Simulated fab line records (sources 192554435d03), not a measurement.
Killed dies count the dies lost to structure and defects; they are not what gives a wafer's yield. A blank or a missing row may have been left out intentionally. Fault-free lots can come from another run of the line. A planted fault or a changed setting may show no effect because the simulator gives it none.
Chamber matching || flow n5Finfet || rieDiel-06 running N5_FIN_SAQP_ETCH_57: 4 sister chambers
The step etches SiNx in CH3F/O2, target depth 32.5 nm, time 46.4 s. 20 wafers are shown with their chamber, then 10 later ones without.

== WAFERS, EACH WITH ITS CHAMBER ==
{"wafer": "L075.1", "chamber": 1, "showerheadPlenumPTorr (Torr)": 2.13, "drypumpMotorCurrentA (A)": 6.4, "oesProductAu (a.u.)": 0.83}
{"wafer": "L075.4", "chamber": 1, "showerheadPlenumPTorr (Torr)": 2.13, "drypumpMotorCurrentA (A)": 6.4, "oesProductAu (a.u.)": 0.83}
{"wafer": "L075.5", "chamber": 2, "showerheadPlenumPTorr (Torr)": 1.94, "drypumpMotorCurrentA (A)": 5.6, "oesProductAu (a.u.)": 0.70}
{"wafer": "L082.1", "chamber": 2, "showerheadPlenumPTorr (Torr)": 1.93, "drypumpMotorCurrentA (A)": 5.6, "oesProductAu (a.u.)": 0.68}
{"wafer": "L082.4", "chamber": 1, "showerheadPlenumPTorr (Torr)": 2.13, "drypumpMotorCurrentA (A)": 6.4, "oesProductAu (a.u.)": 0.79}
{"wafer": "L082.6", "chamber": 3, "showerheadPlenumPTorr (Torr)": 1.90, "drypumpMotorCurrentA (A)": 6.6, "oesProductAu (a.u.)": 0.61}
{"wafer": "L083.1", "chamber": 1, "showerheadPlenumPTorr (Torr)": 2.13, "drypumpMotorCurrentA (A)": 6.4, "oesProductAu (a.u.)": 0.79}
{"wafer": "L083.4", "chamber": 1, "showerheadPlenumPTorr (Torr)": 2.13, "drypumpMotorCurrentA (A)": 6.4, "oesProductAu (a.u.)": 0.79}
{"wafer": "L083.5", "chamber": 3, "showerheadPlenumPTorr (Torr)": 1.90, "drypumpMotorCurrentA (A)": 6.6, "oesProductAu (a.u.)": 0.61}
{"wafer": "L085.3", "chamber": 1, "showerheadPlenumPTorr (Torr)": 2.12, "drypumpMotorCurrentA (A)": 6.4, "oesProductAu (a.u.)": 0.78}
{"wafer": "L085.5", "chamber": 3, "showerheadPlenumPTorr (Torr)": 1.90, "drypumpMotorCurrentA (A)": 6.6, "oesProductAu (a.u.)": 0.61}
{"wafer": "L085.6", "chamber": 1, "showerheadPlenumPTorr (Torr)": 2.12, "drypumpMotorCurrentA (A)": 6.4, "oesProductAu (a.u.)": 0.78}
{"wafer": "L087.1", "chamber": 3, "showerheadPlenumPTorr (Torr)": 1.90, "drypumpMotorCurrentA (A)": 6.6, "oesProductAu (a.u.)": 0.61}
{"wafer": "L087.2", "chamber": 1, "showerheadPlenumPTorr (Torr)": 2.12, "drypumpMotorCurrentA (A)": 6.5, "oesProductAu (a.u.)": 0.78}
{"wafer": "L087.3", "chamber": 2, "showerheadPlenumPTorr (Torr)": 1.93, "drypumpMotorCurrentA (A)": 5.7, "oesProductAu (a.u.)": 0.67}
{"wafer": "L089.1", "chamber": 3, "showerheadPlenumPTorr (Torr)": 1.90, "drypumpMotorCurrentA (A)": 6.6, "oesProductAu (a.u.)": 0.60}
{"wafer": "L089.4", "chamber": 3, "showerheadPlenumPTorr (Torr)": 1.90, "drypumpMotorCurrentA (A)": 6.6, "oesProductAu (a.u.)": 0.60}
{"wafer": "L089.6", "chamber": 2, "showerheadPlenumPTorr (Torr)": 1.92, "drypumpMotorCurrentA (A)": 5.6, "oesProductAu (a.u.)": 0.68}
{"wafer": "L092.2", "chamber": 0, "showerheadPlenumPTorr (Torr)": 2.00, "drypumpMotorCurrentA (A)": 5.9, "oesProductAu (a.u.)": 0.64}
{"wafer": "L092.4", "chamber": 2, "showerheadPlenumPTorr (Torr)": 1.92, "drypumpMotorCurrentA (A)": 5.6, "oesProductAu (a.u.)": 0.66}

SIGNATURES (means of the wafers above)
{"reading": "showerheadPlenumPTorr", "chamber 0": 2.0000, "chamber 1": 2.1262, "chamber 2": 1.9280, "chamber 3": 1.9000, "scatter within a chamber": 0.00541}
{"reading": "drypumpMotorCurrentA", "chamber 0": 5.900, "chamber 1": 6.413, "chamber 2": 5.620, "chamber 3": 6.600, "scatter within a chamber": 0.0324}
{"reading": "oesProductAu", "chamber 0": 0.6400, "chamber 1": 0.7963, "chamber 2": 0.6780, "chamber 3": 0.6067, "scatter within a chamber": 0.0162}
Rule: for a wafer and a chamber, the distance is found by dividing, reading by reading, the gap between the wafer's reading and the chamber's mean by the reading's scatter, squaring, summing and taking the root. The wafer belongs to the nearest chamber; if the next one is less than 2 further off, it can't be placed. How the scatter is found: for the shown wafers, subtract from each reading the mean of its chamber, square and add these, divide the total by (wafers less chambers), then take the root.

== WAFERS WITHOUT THEIR CHAMBER ==
{"wafer": "L092.5", "showerheadPlenumPTorr (Torr)": 2.00, "drypumpMotorCurrentA (A)": 5.9, "oesProductAu (a.u.)": 0.64}
{"wafer": "L094.1", "showerheadPlenumPTorr (Torr)": 1.92, "drypumpMotorCurrentA (A)": 5.6, "oesProductAu (a.u.)": 0.66}
{"wafer": "L094.3", "showerheadPlenumPTorr (Torr)": 2.12, "drypumpMotorCurrentA (A)": 6.5, "oesProductAu (a.u.)": 0.74}
{"wafer": "L094.4", "showerheadPlenumPTorr (Torr)": 1.89, "drypumpMotorCurrentA (A)": 6.6, "oesProductAu (a.u.)": 0.60}
{"wafer": "L096.1", "showerheadPlenumPTorr (Torr)": 2.00, "drypumpMotorCurrentA (A)": 5.9, "oesProductAu (a.u.)": 0.63}
{"wafer": "L096.3", "showerheadPlenumPTorr (Torr)": 1.89, "drypumpMotorCurrentA (A)": 6.6, "oesProductAu (a.u.)": 0.59}
{"wafer": "L096.6", "showerheadPlenumPTorr (Torr)": 2.11, "drypumpMotorCurrentA (A)": 6.4, "oesProductAu (a.u.)": 0.74}
{"wafer": "L097.3", "showerheadPlenumPTorr (Torr)": 1.89, "drypumpMotorCurrentA (A)": 6.6, "oesProductAu (a.u.)": 0.58}
{"wafer": "L097.4", "showerheadPlenumPTorr (Torr)": 1.92, "drypumpMotorCurrentA (A)": 5.6, "oesProductAu (a.u.)": 0.66}
{"wafer": "L097.6", "showerheadPlenumPTorr (Torr)": 2.11, "drypumpMotorCurrentA (A)": 6.4, "oesProductAu (a.u.)": 0.74}

== CHAMBER TAKEN BY EACH ==
{"wafer": "L092.5", "from the rows above": 0, "in truth": 0}
{"wafer": "L094.1", "from the rows above": 2, "in truth": 2}
{"wafer": "L094.3", "from the rows above": 1, "in truth": 1}
{"wafer": "L094.4", "from the rows above": 3, "in truth": 3}
{"wafer": "L096.1", "from the rows above": 0, "in truth": 0}
{"wafer": "L096.3", "from the rows above": 3, "in truth": 3}
{"wafer": "L096.6", "from the rows above": 1, "in truth": 1}
{"wafer": "L097.3", "from the rows above": 3, "in truth": 3}
{"wafer": "L097.4", "from the rows above": 2, "in truth": 2}
{"wafer": "L097.6", "from the rows above": 1, "in truth": 1}
Correct placement for 10 of the 10. Can't be placed from these rows: 0. Placed wrongly: 0.
